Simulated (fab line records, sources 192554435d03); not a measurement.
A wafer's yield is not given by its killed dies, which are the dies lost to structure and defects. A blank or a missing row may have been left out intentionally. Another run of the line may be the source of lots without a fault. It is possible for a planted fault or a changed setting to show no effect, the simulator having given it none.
Which of the tools did it? -- flow n5 finfet -- Sampling: 24 lots, 72 wafers, 6 of 1938 route steps

## WHAT THE GAUGES READ, wafer by wafer
The record holds no reading of a measuring or inspecting step that can be judged against a usual standard deviation.

## TOOL THAT RAN EACH LOT (tool first, then ch and the chambers of the sampled wafers, then the start)
lot,N5_BEOL_M2_HM_OPEN_17,N5_BEOL_M2_DESCUM_33,N5_BEOL_M2_SPUTTER_81,N5_BEOL_M2_ANNEAL_82,N5_BEOL_M2_ANNEAL_87,N5_BEOL_M3_ILD_DEP_00
L074,"rie metal-02 ch 1, day 6 17:39","rie diel-02 ch 1,2, day 6 18:25","pvd sputter-03, day 7 01:00","pvd sputter-03, day 7 01:05","pvd sputter-03, day 7 01:18","pecvd-04 ch 1,2, day 7 04:00"
L075,"rie metal-01 ch 0,1, day 6 18:37","rie diel-02 ch 0,3, day 6 19:17","pvd sputter-02, day 6 23:32","pvd sputter-02, day 6 23:37","pvd sputter-02, day 6 23:50","pecvd-02 ch 0,2, day 7 02:12"
L076,"rie metal-02 ch 0,1, day 6 23:49","rie diel-04 ch 1,2,3, day 7 00:46","pvd sputter-03, day 7 06:00","pvd sputter-03, day 7 06:05","pvd sputter-03, day 7 06:18","pecvd-04 ch 0,1,2, day 7 08:37"
L077,"rie metal-03 ch 0,1, day 7 06:56","rie diel-01 ch 0,1,2, day 7 07:37","pvd sputter-02, day 7 13:46","pvd sputter-02, day 7 13:50","pvd sputter-02, day 7 14:04","pecvd-04 ch 0,1, day 7 16:17"
L078,"rie metal-02 ch 0,1, day 8 09:19","rie diel-04 ch 1,2,3, day 8 10:19","pvd sputter-02, day 8 15:45","pvd sputter-02, day 8 15:50","pvd sputter-02, day 8 16:03","pecvd-02 ch 0,2, day 8 18:12"
L079,"rie metal-02 ch 0,1, day 8 12:30","rie diel-04 ch 1,2, day 8 13:23","pvd sputter-02, day 8 17:50","pvd sputter-02, day 8 17:55","pvd sputter-02, day 8 18:08","pecvd-03 ch 0,1,2, day 8 20:17"
L080,"rie metal-02 ch 0,1, day 8 13:11","rie diel-01 ch 0,1,3, day 8 13:59","pvd sputter-03, day 8 16:49","pvd sputter-03, day 8 16:54","pvd sputter-03, day 8 17:07","pecvd-03 ch 0,2, day 8 19:17"
L082,"rie metal-01 ch 0,1, day 8 13:38","rie diel-02 ch 0,3, day 8 14:22","pvd sputter-02, day 8 20:20","pvd sputter-02, day 8 20:25","pvd sputter-02, day 8 20:38","pecvd-02 ch 0,2, day 8 23:04"
L081,"rie metal-01 ch 0, day 8 15:43","rie diel-02 ch 0,1, day 8 16:20","pvd sputter-01, day 8 20:48","pvd sputter-01, day 8 20:53","pvd sputter-01, day 8 21:06","pecvd-02 ch 0, day 8 23:46"
L083,"rie metal-03 ch 0,1, day 8 17:58","rie diel-01 ch 0,2,3, day 8 18:43","pvd sputter-01, day 9 04:16","pvd sputter-01, day 9 04:21","pvd sputter-01, day 9 04:34","pecvd-04 ch 0,1,2, day 9 06:42"
L084,"rie metal-03 ch 1, day 8 19:32","rie diel-04 ch 1,3, day 8 20:11","pvd sputter-03, day 9 04:24","pvd sputter-03, day 9 04:29","pvd sputter-03, day 9 04:42","pecvd-02 ch 0,1, day 9 06:50"
L085,"rie metal-03 ch 0,1, day 9 03:46","rie diel-01 ch 0,3, day 9 04:32","pvd sputter-02, day 9 07:22","pvd sputter-02, day 9 07:27","pvd sputter-02, day 9 07:40","pecvd-02 ch 0,1,2, day 9 09:48"
L086,"rie metal-03 ch 1, day 9 17:41","rie diel-04 ch 0,3, day 9 18:36","pvd sputter-03, day 9 22:49","pvd sputter-03, day 9 22:54","pvd sputter-03, day 9 23:07","pecvd-04 ch 0,1, day 10 01:17"
L087,"rie metal-02 ch 0,1, day 9 22:12","rie diel-02 ch 1,2,3, day 9 23:05","pvd sputter-02, day 10 04:08","pvd sputter-02, day 10 04:13","pvd sputter-02, day 10 04:26","pecvd-02 ch 0,2, day 10 06:34"
L088,"rie metal-02 ch 0,1, day 9 22:47","rie diel-02 ch 1,2, day 9 23:22","pvd sputter-02, day 10 07:28","pvd sputter-02, day 10 07:32","pvd sputter-02, day 10 07:46","pecvd-03 ch 1,2, day 10 09:54"
L089,"rie metal-03 ch 0,1, day 10 06:50","rie diel-02 ch 1,2,3, day 10 07:28","pvd sputter-03, day 11 00:21","pvd sputter-03, day 11 00:26","pvd sputter-03, day 11 00:39","pecvd-03 ch 0,1,2, day 11 02:47"
L090,"rie metal-02 ch 0,1, day 10 11:55","rie diel-02 ch 0,2,3, day 10 13:08","pvd sputter-03, day 11 04:21","pvd sputter-03, day 11 04:26","pvd sputter-03, day 11 04:39","pecvd-02 ch 0,2, day 11 06:49"
L091,"rie metal-01 ch 0,1, day 11 03:02","rie diel-04 ch 0,2,3, day 11 03:50","pvd sputter-01, day 11 07:29","pvd sputter-01, day 11 07:34","pvd sputter-01, day 11 07:47","pecvd-03 ch 0,1,2, day 11 10:02"
L092,"rie metal-03 ch 0,1, day 11 03:19","rie diel-04 ch 0,1,3, day 11 04:04","pvd sputter-02, day 11 10:23","pvd sputter-02, day 11 10:28","pvd sputter-02, day 11 10:41","pecvd-04 ch 0,1,2, day 11 12:55"
L093,"rie metal-01 ch 0,1, day 11 12:01","rie diel-04 ch 0,1,2, day 11 13:12","pvd sputter-03, day 11 17:15","pvd sputter-03, day 11 17:20","pvd sputter-03, day 11 17:33","pecvd-04 ch 0,2, day 11 20:47"
L094,"rie metal-01 ch 0, day 11 16:20","rie diel-04 ch 0,2,3, day 11 17:10","pvd sputter-02, day 11 21:59","pvd sputter-02, day 11 22:04","pvd sputter-02, day 11 22:17","pecvd-02 ch 0,2, day 12 00:31"
L095,"rie metal-01 ch 0,1, day 12 01:42","rie diel-02 ch 1,3, day 12 02:20","pvd sputter-01, day 12 05:16","pvd sputter-01, day 12 05:20","pvd sputter-01, day 12 05:34","pecvd-03 ch 0,2, day 12 07:49"
L096,"rie metal-03 ch 0,1, day 12 02:12","rie diel-04 ch 1,2,3, day 12 03:02","pvd sputter-02, day 12 10:56","pvd sputter-02, day 12 11:01","pvd sputter-02, day 12 11:14","pecvd-03 ch 1,2, day 12 13:22"
L097,"rie metal-02 ch 0,1, day 12 09:24","rie diel-04 ch 0,3, day 12 10:07","pvd sputter-02, day 12 17:41","pvd sputter-02, day 12 17:46","pvd sputter-02, day 12 17:59","pecvd-02 ch 0,1, day 12 20:08"
- N5_BEOL_M2_HM_OPEN_17: chemistry Cl2/BCl3, target TiN, target depth 20 nm, overetch 6 nm.
- N5_BEOL_M2_DESCUM_33: chemistry O2, time 7 s.
- N5_BEOL_M2_SPUTTER_81: material Cu, target thk 4.5 nm, time 8.29 s.
- N5_BEOL_M2_ANNEAL_82: time 240 s.
- N5_BEOL_M2_ANNEAL_87: time 240 s.
- N5_BEOL_M3_ILD_DEP_00: deposits SiOC from DEMS/O2, target thk 79 nm, time 15.3 s.

## AS READ BY THE TOOLS THEMSELVES (means over the sampled wafers that have a number; for cases with no such wafer, the mark the record gives instead)
N5_BEOL_M2_HM_OPEN_17. Usual: drypump motor current A 5.6 A, standard deviation 0.38; mfc ar sccm 25.01 sccm, standard deviation 0.073; oes product au 0.66 a.u., standard deviation 0.11; rf fwd power W 994 W, standard deviation 4.2; throttle valve pct 22.19 %, standard deviation 0.23.
lot,tool,drypump motor current A (A),mfc ar sccm (sccm),oes product au (a.u.),rf fwd power W (W),throttle valve pct (%),flag
L074,rie metal-02,5.7,25.06,0.56,993,22.25,
L075,rie metal-01,5.8,24.99,0.79,992,22.26,
L076,rie metal-02,5.2,25.03,0.58,994,22.07,
L077,rie metal-03,5.7,24.99,0.57,992,22.32,
L078,rie metal-02,5.4,24.92,0.56,993,22.17,
L079,rie metal-02,5.4,24.99,0.56,995,22.18,
L080,rie metal-02,5.4,25.01,0.56,996,22.16,
L082,rie metal-01,5.8,24.94,0.76,997,22.28,
L081,rie metal-01,6.1,25.08,0.77,985,21.92,
L083,rie metal-03,5.7,25.02,0.69,995,22.28,
L084,rie metal-03,5.5,24.95,0.60,999,22.46,
L085,rie metal-03,5.8,25.05,0.77,994,22.12,
L086,rie metal-03,5.6,25.00,0.59,995,22.46,
L087,rie metal-02,5.2,24.96,0.56,993,22.09,
L088,rie metal-02,5.4,24.95,0.56,997,22.18,
L089,rie metal-03,5.8,25.06,0.75,994,22.14,
L090,rie metal-02,5.2,25.03,0.56,989,22.09,
L091,rie metal-01,5.9,24.95,0.74,994,22.29,
L092,rie metal-03,5.9,25.09,0.72,993,22.16,
L093,rie metal-01,5.8,25.00,0.74,994,22.29,
L094,rie metal-01,6.1,25.01,0.75,987,21.92,
L095,rie metal-01,6.0,25.09,0.74,990,22.10,
L096,rie metal-03,5.7,25.00,0.65,992,22.31,
L097,rie metal-02,5.2,25.08,0.56,994,22.09,

N5_BEOL_M2_DESCUM_33. Usual: value, then standard deviation, for each; drypump motor current A 5.8 A / 0.58; o2 flow sccm 225.0 sccm / 0.74; oes product au 0.76 a.u. / 0.062; rf fwd power W 49.41 W / 0.2; rf vpp V 242.9 V / 1.2; showerhead plenum p Torr 2.07 Torr / 0.062; throttle valve pct 20.58 % / 0.28.
lot,tool,drypump motor current A (A),o2 flow sccm (sccm),oes product au (a.u.),rf fwd power W (W),rf vpp V (V),showerhead plenum p Torr (Torr),throttle valve pct (%),flag
L074,rie diel-02,6.1,225.1,0.76,49.13,244.1,2.15,20.49,
L075,rie diel-02,5.2,225.1,0.74,49.35,243.5,2.10,20.73,
L076,rie diel-04,5.8,224.9,0.79,49.43,242.4,2.05,20.54,
L077,rie diel-01,5.3,224.9,0.84,49.61,243.6,2.11,20.41,
L078,rie diel-04,5.8,225.0,0.79,49.43,242.0,2.04,20.55,
L079,rie diel-04,6.0,224.8,0.77,49.50,242.8,2.07,20.66,
L080,rie diel-01,5.7,225.0,0.84,49.49,243.8,2.13,20.25,
L082,rie diel-02,5.4,224.8,0.71,49.56,244.5,2.13,20.80,
L081,rie diel-02,5.9,224.0,0.72,49.51,243.9,2.13,20.78,
L083,rie diel-01,5.5,225.3,0.83,49.49,243.7,2.09,20.26,
L084,rie diel-04,5.8,224.6,0.72,49.51,242.5,2.06,20.85,
L085,rie diel-01,5.9,225.2,0.83,49.16,243.3,2.11,20.11,
L086,rie diel-04,5.8,225.4,0.74,49.42,242.5,2.00,20.71,
L087,rie diel-02,5.8,225.0,0.72,49.48,242.7,2.10,20.61,
L088,rie diel-02,6.3,225.8,0.73,49.19,243.6,2.11,20.59,
L089,rie diel-02,5.8,225.4,0.73,49.39,244.0,2.10,20.63,
L090,rie diel-02,5.5,224.9,0.80,49.41,243.9,2.12,20.56,
L091,rie diel-04,6.1,225.6,0.76,49.39,241.7,2.00,20.55,
L092,rie diel-04,6.0,225.2,0.71,49.32,241.8,2.02,20.82,
L093,rie diel-04,6.3,224.7,0.74,49.35,242.3,2.03,20.65,
L094,rie diel-04,6.1,225.1,0.75,49.30,241.4,2.00,20.56,
L095,rie diel-02,5.5,224.9,0.71,49.18,243.5,2.06,20.74,
L096,rie diel-04,5.8,225.5,0.75,49.53,241.5,2.03,20.59,
L097,rie diel-04,6.3,224.9,0.70,49.37,241.9,1.99,20.80,

N5_BEOL_M2_SPUTTER_81. Usual: 29.4 % for throttle valve pct, sd 1.2.
lot,tool,throttle valve pct (%),flag
L074,pvd sputter-03,29.6,
L075,pvd sputter-02,29.8,
L076,pvd sputter-03,28.0,
L077,pvd sputter-02,29.9,
L078,pvd sputter-02,30.3,
L079,pvd sputter-02,29.9,
L080,pvd sputter-03,29.8,
L082,pvd sputter-02,28.9,
L081,pvd sputter-01,28.9,
L083,pvd sputter-01,29.1,
L084,pvd sputter-03,28.8,
L085,pvd sputter-02,30.2,
L086,pvd sputter-03,28.0,
L087,pvd sputter-02,29.8,
L088,pvd sputter-02,29.5,
L089,pvd sputter-03,29.2,
L090,pvd sputter-03,29.7,
L091,pvd sputter-01,29.2,
L092,pvd sputter-02,30.2,
L093,pvd sputter-03,30.2,
L094,pvd sputter-02,30.0,
L095,pvd sputter-01,27.9,
L096,pvd sputter-02,29.6,
L097,pvd sputter-02,30.1,

N5_BEOL_M2_ANNEAL_82. Usual: 852 W for heater power w, sd 90.
lot,tool,heater power w (W),flag
L074,pvd sputter-03,884,
L075,pvd sputter-02,833,
L076,pvd sputter-03,751,
L077,pvd sputter-02,859,
L078,pvd sputter-02,916,
L079,pvd sputter-02,889,
L080,pvd sputter-03,833,
L082,pvd sputter-02,880,
L081,pvd sputter-01,824,
L083,pvd sputter-01,827,
L084,pvd sputter-03,790,
L085,pvd sputter-02,839,
L086,pvd sputter-03,757,
L087,pvd sputter-02,834,
L088,pvd sputter-02,918,
L089,pvd sputter-03,799,
L090,pvd sputter-03,877,
L091,pvd sputter-01,791,
L092,pvd sputter-02,906,
L093,pvd sputter-03,857,
L094,pvd sputter-02,886,
L095,pvd sputter-01,825,
L096,pvd sputter-02,835,
L097,pvd sputter-02,955,

N5_BEOL_M2_ANNEAL_87. Usual: 853 W for heater power w, sd 90.
lot,tool,heater power w (W),flag
L074,pvd sputter-03,882,
L075,pvd sputter-02,838,
L076,pvd sputter-03,754,
L077,pvd sputter-02,870,
L078,pvd sputter-02,908,
L079,pvd sputter-02,871,
L080,pvd sputter-03,833,
L082,pvd sputter-02,884,
L081,pvd sputter-01,836,
L083,pvd sputter-01,829,
L084,pvd sputter-03,810,
L085,pvd sputter-02,839,
L086,pvd sputter-03,748,
L087,pvd sputter-02,829,
L088,pvd sputter-02,911,
L089,pvd sputter-03,801,
L090,pvd sputter-03,863,
L091,pvd sputter-01,811,
L092,pvd sputter-02,912,
L093,pvd sputter-03,855,
L094,pvd sputter-02,892,
L095,pvd sputter-01,837,
L096,pvd sputter-02,825,
L097,pvd sputter-02,954,

N5_BEOL_M3_ILD_DEP_00. Usual: heater power w 484 W, standard deviation 62; rf fwd power W 494.2 W, standard deviation 2.4; showerhead plenum p Torr 5.704 Torr, standard deviation 0.017; throttle valve pct 11.8 %, standard deviation 0.51.
lot,tool,heater power w (W),rf fwd power W (W),showerhead plenum p Torr (Torr),throttle valve pct (%),flag
L074,pecvd-04,515,488.4,5.692,11.6,
L075,pecvd-02,456,496.9,5.715,11.6,
L076,pecvd-04,525,492.2,5.690,11.6,
L077,pecvd-04,551,495.4,5.701,11.4,
L078,pecvd-02,476,497.3,5.712,11.5,
L079,pecvd-03,485,494.8,5.709,11.7,
L080,pecvd-03,415,492.9,5.704,12.0,
L082,pecvd-02,454,495.1,5.708,11.6,
L081,pecvd-02,472,494.8,5.704,12.4,
L083,pecvd-04,559,491.1,5.688,11.5,
L084,pecvd-02,450,495.5,5.722,12.4,
L085,pecvd-02,465,494.9,5.708,11.9,
L086,pecvd-04,532,493.3,5.702,11.7,
L087,pecvd-02,425,494.6,5.709,12.2,
L088,pecvd-03,469,495.3,5.691,11.5,
L089,pecvd-03,449,493.4,5.704,11.7,
L090,pecvd-02,442,493.7,5.711,12.3,
L091,pecvd-03,455,494.6,5.693,11.9,
L092,pecvd-04,528,491.3,5.687,11.3,
L093,pecvd-04,543,493.3,5.695,11.6,
L094,pecvd-02,459,493.6,5.713,12.2,
L095,pecvd-03,440,493.5,5.711,11.9,
L096,pecvd-03,489,495.2,5.688,11.5,
L097,pecvd-02,486,493.5,5.712,12.5,

## THE ANSWER, worked out from the rows above alone
Rule: take the mean of a lot's wafers that have a number; if it is more than 3 standard deviations from the usual mean, the lot is off. Also off: a lot with no number at a reading for which 4 or more lots have one. Where the step has rows for the other lots, those lots are counted as sound. First the gauges in route order, then the tools' own readings, where a lot's mean is used as printed above. The first step at which some lot is off is used, and at that step the reading that is off furthest; a lot without a number counts as furthest.
No lot is off at any reading shown: from this, nothing can be told.

## WHAT THE SIMULATOR PUT IN
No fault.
